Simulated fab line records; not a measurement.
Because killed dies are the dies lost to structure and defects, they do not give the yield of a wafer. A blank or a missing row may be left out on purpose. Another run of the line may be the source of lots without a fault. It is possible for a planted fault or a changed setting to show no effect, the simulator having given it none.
fab line records + flow n5-finfet + part 2 of 2: steps 22 to 31 of 31
[record]
- lots = 5
- wafers = 15
- last-day = 15
route steps=1938 shown BEOL_M4@1023
lots that met no fault: from a run of the same line without faults
start-h: hours from the record's first day to the start of the lot's first wafer shown + wait-h: hours since the lot's step before + " as in the row above + L1.1+2: one row covering several wafers at once + - no value, or no start was given + * or withheld: withheld + < > ~ a bound
route shown NAME@n: a module of which the file shows steps, and the number in the route of the first + usual: mean/standard deviation of fault-free wafers + same: alike in all rows + chamber/n: place in a boat + sites: per-site readings + _std_site: standard deviation of those values + _edge_site: inner sites' mean taken away from outer sites' mean + radius-mm: for every site, how far away it sits from the centre of the wafer + mask NAME#n: copy n + behind: the most recent tool/chamber to have shaped the wafer + hold: the reason the lot was held/the length of the hold in hours/how it ended + device: names the non-switching transistor (n, p or np) + end of line: at the end of the route, the tests of the same wafers + a step with no rows: only its recipe + killed: the dies lost at the first sort to structure and to defects; this is not the yield of the wafer + map: shows each die of a wafer: x if killed, . if not, _ if none is there
set.NAME: the run value of the setting; set.NAME@STEP: its run value at that earlier step + model.NAME: the simulator's own value behind a step, which no gauge read
certain route steps with their lots: each step a table, each wafer a row
services: a tool's chamber out of use, with start hour (start-h, from the record's first day; less than 0 if before it), hours out, and reason
[[steps]]
[step N5_BEOL_M4_HM_OPEN_17]
[recipe]
- chemistry = Cl2/BCl3
- target-depth-a = 200
- overetch-a = 60
- target = TiN
- mask-material = SOC
- ion-energy-ev = 150
- pressure-mtorr = 10
- icp-w = 1000
- bias-w = 126
- Cl2_flow_sccm = 53.25
- bcl3-flow-sccm = 21.75
- Ar_flow_sccm = 25
[usual]
- bcl3-flow-sccm = 21.75/0.065
- chamber-pressure-mTorr = 10.000/0.01
- drypump-motor-current-A = 5.9/0.45
- oes-product-au = 0.63/0.093
- throttle-valve-pct = 22.24/0.29
| lot.wafer | tool         | chamber | start-h | wait-h | bcl3-flow-sccm | chamber-pressure-mTorr | drypump-motor-current-A | oes-product-au | rf-hours-counter-h | throttle-valve-pct |
|-----------|--------------|---------|---------|--------|----------------|------------------------|-------------------------|----------------|--------------------|--------------------|
| L077.1    | rie-metal-02 | 0       | 175.37  | 0.0    | 21.82          | 9.985                  | 6.0                     | 0.66           | 40                 | 22.14              |
| L077.4    | "            | 1       | "       | "      | 21.66          | 9.991                  | 5.1                     | 0.50           | -                  | 22.40              |
| L077.5    | "            | 0       | "       | "      | 21.81          | 10.004                 | 6.0                     | 0.67           | -                  | 22.13              |
| L083.2    | rie-metal-03 | 1       | 210.13  | 0.0    | 21.76          | 10.000                 | 5.9                     | 0.75           | 12                 | 21.72              |
| L083.4    | "            | 0       | "       | "      | 21.72          | 10.010                 | 5.6                     | 0.59           | -                  | 22.40              |
| L083.5    | "            | 0       | "       | "      | 21.72          | 10.001                 | 5.5                     | 0.59           | -                  | 22.40              |
| L085.1    | rie-metal-01 | 1       | 221.44  | 0.0    | 21.74          | 9.995                  | 6.5                     | 0.51           | 129                | 22.65              |
| L085.2    | "            | 1       | "       | "      | 21.85          | 9.993                  | 6.5                     | 0.51           | -                  | 22.67              |
| L085.3    | "            | 1       | "       | "      | 21.72          | 9.997                  | 6.5                     | 0.51           | -                  | 22.64              |
| L087.1    | rie-metal-02 | 0       | 235.64  | 0.0    | 21.71          | 10.005                 | 6.0                     | 0.64           | 49                 | 22.15              |
| L087.3    | "            | 0       | "       | "      | 21.87          | 10.000                 | 6.0                     | 0.65           | -                  | 22.14              |
| L087.4    | "            | 0       | "       | "      | 21.76          | 10.001                 | 6.0                     | 0.64           | -                  | 22.16              |
| L090.1    | rie-metal-03 | 0       | 247.97  | 0.0    | 21.73          | 9.994                  | 5.6                     | 0.58           | 88                 | 22.42              |
| L090.2    | "            | 0       | "       | "      | 21.82          | 10.009                 | 5.6                     | 0.59           | -                  | 22.43              |
| L090.5    | "            | 0       | "       | "      | 21.76          | 10.008                 | 5.6                     | 0.58           | -                  | 22.42              |
[step N5_BEOL_M4_STRIP_19]
[recipe]
- chemistry = O2
- power-w = 400
- temp-c = 40
- pressure-mtorr = 30
- rf-frequency-hz = 6e+07
- bias-power-w = 0
- overash-fraction = 0.2
- o2-flow-sccm = 225
[usual]
- chamber-pressure-mTorr = 30.001/0.027
- drypump-motor-current-A = 5.6/0.42
- oes-product-au = 0.81/0.086
- rf-vpp-V = 3.6/0.49
- showerhead-plenum-p-Torr = 2.10/0.066
- throttle-valve-pct = 16.62/0.27
| lot.wafer | tool        | chamber | start-h | wait-h | chamber-pressure-mTorr | drypump-motor-current-A | oes-product-au | rf-hours-counter-h | rf-vpp-V | showerhead-plenum-p-Torr | throttle-valve-pct |
|-----------|-------------|---------|---------|--------|------------------------|-------------------------|----------------|--------------------|----------|--------------------------|--------------------|
| L077.1    | rie-diel-01 | 2       | 175.48  | 0.1    | 29.989                 | 5.8                     | 0.70           | 226                | 3.0      | 2.06                     | 17.06              |
| L077.4    | "           | 3       | "       | "      | 29.971                 | 5.2                     | 0.86           | 48                 | 2.8      | 2.06                     | 16.74              |
| L077.5    | "           | 0       | "       | "      | 30.023                 | 5.1                     | 0.84           | -                  | 2.9      | 2.06                     | 16.45              |
| L083.2    | rie-diel-05 | 0       | 210.24  | 0.1    | 30.000                 | 5.5                     | 0.81           | 77                 | 3.9      | 2.22                     | 16.36              |
| L083.4    | "           | 3       | "       | "      | 30.045                 | 5.6                     | 0.72           | 202                | 3.2      | 2.08                     | 16.78              |
| L083.5    | "           | 3       | "       | "      | 30.009                 | 5.6                     | 0.71           | -                  | 3.3      | 2.08                     | 16.77              |
| L085.1    | rie-diel-01 | 1       | 221.81  | 0.3    | 30.022                 | 5.6                     | 0.88           | 48                 | 3.9      | 2.12                     | 16.22              |
| L085.2    | "           | 3       | "       | "      | 29.960                 | 5.2                     | 0.84           | 66                 | 3.1      | 2.05                     | 16.77              |
| L085.3    | "           | 2       | "       | "      | 29.999                 | 5.8                     | 0.69           | 243                | 3.2      | 2.05                     | 17.10              |
| L087.1    | rie-diel-03 | 0       | 235.84  | 0.2    | 30.032                 | 5.5                     | 0.99           | 3                  | 4.8      | 2.25                     | 16.17              |
| L087.3    | "           | 3       | "       | "      | 29.976                 | 5.7                     | 0.80           | 120                | 3.9      | 2.19                     | 16.67              |
| L087.4    | "           | 1       | "       | "      | 29.962                 | 6.7                     | 0.88           | 48                 | 3.9      | 2.06                     | 16.63              |
| L090.1    | rie-diel-05 | 0       | 248.18  | 0.2    | 30.012                 | 5.5                     | 0.79           | 91                 | 3.3      | 2.21                     | 16.38              |
| L090.2    | "           | 1       | "       | "      | 30.036                 | 5.5                     | 0.71           | 221                | 2.8      | 2.05                     | 17.07              |
| L090.5    | "           | 1       | "       | "      | 29.988                 | 5.5                     | 0.72           | -                  | 4.3      | 2.05                     | 17.04              |
[step N5_BEOL_M4_CD_MEAS_18]
[recipe]
- pitch-nm = 36
- target-cd-nm = 18
[usual]
- cd-nm = 18.0/0.33
| lot.wafer | tool      | chamber | start-h | wait-h | cd-nm |
|-----------|-----------|---------|---------|--------|-------|
| L077.1    | cd-sem-03 | -       | 175.55  | 0.0    | 18.3  |
| L077.4    | "         | -       | "       | "      | 18.3  |
| L077.5    | "         | -       | "       | "      | 18.1  |
| L083.2    | cd-sem-02 | -       | 210.31  | 0.1    | 18.1  |
| L083.4    | "         | -       | "       | "      | 17.9  |
| L083.5    | "         | -       | "       | "      | 17.8  |
| L085.1    | cd-sem-02 | -       | 221.88  | 0.0    | 18.4  |
| L085.2    | "         | -       | "       | "      | 18.0  |
| L085.3    | "         | -       | "       | "      | 18.5  |
| L087.1    | cd-sem-01 | -       | 235.91  | 0.0    | 18.2  |
| L087.3    | "         | -       | "       | "      | 17.7  |
| L087.4    | "         | -       | "       | "      | 18.4  |
| L090.1    | cd-sem-03 | -       | 248.25  | 0.1    | 18.0  |
| L090.2    | "         | -       | "       | "      | 18.4  |
| L090.5    | "         | -       | "       | "      | 18.5  |
[step N5_BEOL_M4_COAT_67]
[recipe]
- resist = SOC
- temp-c = 250
- time-s = 60
- spin-rpm = 1500
- resist-thk-nm = 60
[usual]
- dispense-pressure-kPa = 50/5
| lot.wafer | tool           | chamber | start-h | wait-h | dispense-pressure-kPa |
|-----------|----------------|---------|---------|--------|-----------------------|
| L077.1    | litho-track-01 | 0       | 175.59  | 0.0    | 47                    |
| L077.4    | "              | 0       | "       | "      | 47                    |
| L077.5    | "              | 0       | "       | "      | 47                    |
| L083.2    | litho-track-03 | 0       | 210.35  | 0.0    | 57                    |
| L083.4    | "              | 0       | "       | "      | 57                    |
| L083.5    | "              | 0       | "       | "      | 57                    |
| L085.1    | litho-track-01 | 0       | 221.92  | 0.0    | 47                    |
| L085.2    | "              | 0       | "       | "      | 47                    |
| L085.3    | "              | 0       | "       | "      | 47                    |
| L087.1    | litho-track-03 | 0       | 235.95  | 0.0    | 57                    |
| L087.3    | "              | 0       | "       | "      | 57                    |
| L087.4    | "              | 0       | "       | "      | 57                    |
| L090.1    | litho-track-03 | 0       | 248.58  | 0.3    | 57                    |
| L090.2    | "              | 0       | "       | "      | 57                    |
| L090.5    | "              | 0       | "       | "      | 57                    |
[step N5_BEOL_M4_COAT_68]
[recipe]
- resist = SiARC
- temp-c = 220
- time-s = 60
- spin-rpm = 1500
- resist-thk-nm = 12
[usual]
- dispense-pressure-kPa = 50/5
| lot.wafer | tool           | chamber | start-h | wait-h | dispense-pressure-kPa |
|-----------|----------------|---------|---------|--------|-----------------------|
| L077.1    | litho-track-01 | 0       | -       | -      | 47                    |
| L077.4    | "              | 0       | "       | "      | 47                    |
| L077.5    | "              | 0       | "       | "      | 47                    |
| L083.2    | litho-track-03 | 0       | -       | -      | 57                    |
| L083.4    | "              | 0       | "       | "      | 57                    |
| L083.5    | "              | 0       | "       | "      | 57                    |
| L085.1    | litho-track-01 | 0       | -       | -      | 47                    |
| L085.2    | "              | 0       | "       | "      | 47                    |
| L085.3    | "              | 0       | "       | "      | 47                    |
| L087.1    | litho-track-03 | 0       | -       | -      | 57                    |
| L087.3    | "              | 0       | "       | "      | 57                    |
| L087.4    | "              | 0       | "       | "      | 57                    |
| L090.1    | litho-track-03 | 0       | -       | -      | 57                    |
| L090.2    | "              | 0       | "       | "      | 57                    |
| L090.5    | "              | 0       | "       | "      | 57                    |
[step N5_BEOL_M4_COAT_76]
[recipe]
- resist = underlayer
- temp-c = 205
- time-s = 60
- spin-rpm = 1500
- resist-thk-nm = 5
[usual]
- dispense-pressure-kPa = 50/5
| lot.wafer | tool           | chamber | start-h | wait-h | dispense-pressure-kPa |
|-----------|----------------|---------|---------|--------|-----------------------|
| L077.1    | litho-track-01 | 0       | -       | -      | 47                    |
| L077.4    | "              | 0       | "       | "      | 47                    |
| L077.5    | "              | 0       | "       | "      | 47                    |
| L083.2    | litho-track-03 | 0       | -       | -      | 57                    |
| L083.4    | "              | 0       | "       | "      | 57                    |
| L083.5    | "              | 0       | "       | "      | 57                    |
| L085.1    | litho-track-01 | 0       | -       | -      | 47                    |
| L085.2    | "              | 0       | "       | "      | 47                    |
| L085.3    | "              | 0       | "       | "      | 47                    |
| L087.1    | litho-track-03 | 0       | -       | -      | 57                    |
| L087.3    | "              | 0       | "       | "      | 57                    |
| L087.4    | "              | 0       | "       | "      | 57                    |
| L090.1    | litho-track-03 | 0       | -       | -      | 57                    |
| L090.2    | "              | 0       | "       | "      | 57                    |
| L090.5    | "              | 0       | "       | "      | 57                    |
[step N5_BEOL_M4_COAT_22]
[recipe]
- resist = CAR-EUV
- spin-rpm = 1500
- resist-thk-nm = 30
[usual]
- dispense-pressure-kPa = 50/5
| lot.wafer | tool           | chamber | start-h | wait-h | dispense-pressure-kPa |
|-----------|----------------|---------|---------|--------|-----------------------|
| L077.1    | litho-track-01 | 0       | -       | -      | 47                    |
| L077.4    | "              | 0       | "       | "      | 47                    |
| L077.5    | "              | 0       | "       | "      | 47                    |
| L083.2    | litho-track-03 | 0       | -       | -      | 57                    |
| L083.4    | "              | 0       | "       | "      | 57                    |
| L083.5    | "              | 0       | "       | "      | 57                    |
| L085.1    | litho-track-01 | 0       | -       | -      | 47                    |
| L085.2    | "              | 0       | "       | "      | 47                    |
| L085.3    | "              | 0       | "       | "      | 47                    |
| L087.1    | litho-track-03 | 0       | -       | -      | 57                    |
| L087.3    | "              | 0       | "       | "      | 57                    |
| L087.4    | "              | 0       | "       | "      | 57                    |
| L090.1    | litho-track-03 | 0       | -       | -      | 57                    |
| L090.2    | "              | 0       | "       | "      | 57                    |
| L090.5    | "              | 0       | "       | "      | 57                    |
[step N5_BEOL_M4_EBR_24]
[recipe]
- solvent = PGMEA
- ebr-width-mm = 1.5
| lot.wafer  | tool           | chamber | start-h | wait-h |
|------------|----------------|---------|---------|--------|
| L077.1+4+5 | litho-track-01 | 0       | -       | -      |
| L083.2+4+5 | litho-track-03 | 0       | -       | -      |
| L085.1+2+3 | litho-track-01 | 0       | -       | -      |
| L087.1+3+4 | litho-track-03 | 0       | -       | -      |
| L090.1+2+5 | litho-track-03 | 0       | -       | -      |
[step N5_BEOL_M4_SOFTBAKE_23]
[recipe]
- temp-c = 110
- time-s = 60
- resist = CAR-EUV
| lot.wafer  | tool           | chamber | start-h | wait-h |
|------------|----------------|---------|---------|--------|
| L077.1+4+5 | litho-track-01 | 0       | -       | -      |
| L083.2+4+5 | litho-track-03 | 0       | -       | -      |
| L085.1+2+3 | litho-track-01 | 0       | -       | -      |
| L087.1+3+4 | litho-track-03 | 0       | -       | -      |
| L090.1+2+5 | litho-track-03 | 0       | -       | -      |
[step N5_BEOL_M4_EXPOSE_25]
[recipe]
- mask-id = V3
- na = 0.33
- source-shape = quasar
- sigma-inner = 0.2
- sigma-outer = 0.8
- polarization = unpolarized
- defocus-nm = 5
- dose-mj = 63
[same]
- na = 0.33
| lot.wafer  | tool           | chamber | start-h | wait-h | mask |
|------------|----------------|---------|---------|--------|------|
| L077.1+4+5 | euv-scanner-02 | 0       | 175.72  | -      | V3#0 |
| L083.2+4+5 | euv-scanner-02 | 0       | 210.53  | -      | V3#0 |
| L085.1+2+3 | euv-scanner-02 | 0       | 222.06  | -      | V3#0 |
| L087.1+3+4 | euv-scanner-02 | 0       | 236.08  | -      | V3#0 |
| L090.1+2+5 | euv-scanner-02 | 0       | 248.72  | -      | V3#0 |
[[services]]
| tool           | chamber | start-h | hours | kind                          |
|----------------|---------|---------|-------|-------------------------------|
| pecvd-04       | -       | 150.90  | 5.4   | repair                        |
| litho-track-01 | -       | 161.72  | -     | consumable-replace:filter     |
| euv-scanner-02 | -       | 167.52  | 0.1   | repair                        |
| rie-diel-03    | 0       | 168.28  | 7.7   | repair                        |
| litho-track-01 | -       | 175.14  | -     | consumable-replace:filter     |
| rie-diel-01    | -       | 178.16  | 0.7   | repair                        |
| euv-scanner-02 | -       | 191.42  | 1.0   | pm                            |
| pecvd-01       | 2       | 202.38  | -     | clean                         |
| pecvd-01       | 2       | 202.38  | -     | consumable-replace:showerhead |
| pecvd-01       | 2       | 202.38  | 29.0  | scheduled-down                |
| pecvd-01       | 2       | 202.38  | 29.0  | vent-cycle                    |
| rie-metal-02   | 1       | 208.28  | -     | clean                         |
| rie-metal-02   | 1       | 208.28  | 27.7  | scheduled-down                |
| rie-diel-05    | 1       | 213.01  | 3.8   | repair                        |
| rie-metal-01   | 0       | 214.85  | 8.2   | repair                        |
| rie-metal-02   | -       | 220.54  | 1.9   | repair                        |
| rie-metal-03   | 1       | 241.17  | 12.5  | repair                        |
| rie-diel-05    | 2       | 241.53  | 4.6   | repair                        |
| rie-diel-01    | 2       | 242.59  | -     | clean                         |
| rie-diel-01    | 2       | 242.59  | -     | consumable-replace:focus-ring |
| rie-diel-01    | 2       | 242.59  | 22.9  | scheduled-down                |
| rie-diel-01    | 2       | 242.59  | 22.9  | vent-cycle                    |
| pecvd-02       | -       | 245.16  | 1.7   | repair                        |
| euv-scanner-02 | -       | 247.57  | 1.0   | pm                            |
